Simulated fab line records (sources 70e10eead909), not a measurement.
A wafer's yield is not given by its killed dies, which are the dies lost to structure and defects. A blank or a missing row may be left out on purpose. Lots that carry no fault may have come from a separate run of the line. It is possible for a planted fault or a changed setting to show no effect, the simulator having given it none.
Chamber matching || flow nand-harc || 3 sister chambers for NHARC_P_CONTACT_DEP_30 on pecvd-04
The step deposits SiNx, target thk 30 nm. 3 wafers are shown with their chamber, then 8 later ones without.

WAFERS WITH THEIR CHAMBER
{"wafer": "L092.1", "chamber": 0, "heater-power-w (W)": 756}
{"wafer": "L092.5", "chamber": 2, "heater-power-w (W)": 695}
{"wafer": "L093.3", "chamber": 1, "heater-power-w (W)": 862}

WAFERS MISSING THEIR CHAMBER
{"wafer": "L093.5", "heater-power-w (W)": 855}
{"wafer": "L093.6", "heater-power-w (W)": 745}
{"wafer": "L095.2", "heater-power-w (W)": 743}
{"wafer": "L095.5", "heater-power-w (W)": 759}
{"wafer": "L095.6", "heater-power-w (W)": 706}
{"wafer": "L096.1", "heater-power-w (W)": 862}
{"wafer": "L096.5", "heater-power-w (W)": 753}
{"wafer": "L096.6", "heater-power-w (W)": 871}

THE CHAMBER EACH PASSED THROUGH
{"wafer": "L093.5", "from the rows above": 1, "in truth": 1}
{"wafer": "L093.6", "from the rows above": 0, "in truth": 0}
{"wafer": "L095.2", "from the rows above": 0, "in truth": 0}
{"wafer": "L095.5", "from the rows above": 0, "in truth": 0}
{"wafer": "L095.6", "from the rows above": 2, "in truth": 2}
{"wafer": "L096.1", "from the rows above": 1, "in truth": 1}
{"wafer": "L096.5", "from the rows above": 0, "in truth": 0}
{"wafer": "L096.6", "from the rows above": 1, "in truth": 1}
Correctly placed: 8 of 8. From these rows, 0 cannot be placed. Wrongly placed: 0.
How it was worked out, from the rows above alone: a wafer's distance from a chamber is the root of the sum, over the readings, of the square of ((its reading less the chamber's mean) divided by the reading's scatter). If the next closest chamber is less than 2 further off than the closest, the wafer can't be placed; otherwise it belongs to the closest. For every chamber, the mean is computed from those of its wafers that are shown. The scatter: root of mean squared gap, hidden wafer to nearest shown wafer, with one shown wafer a chamber.
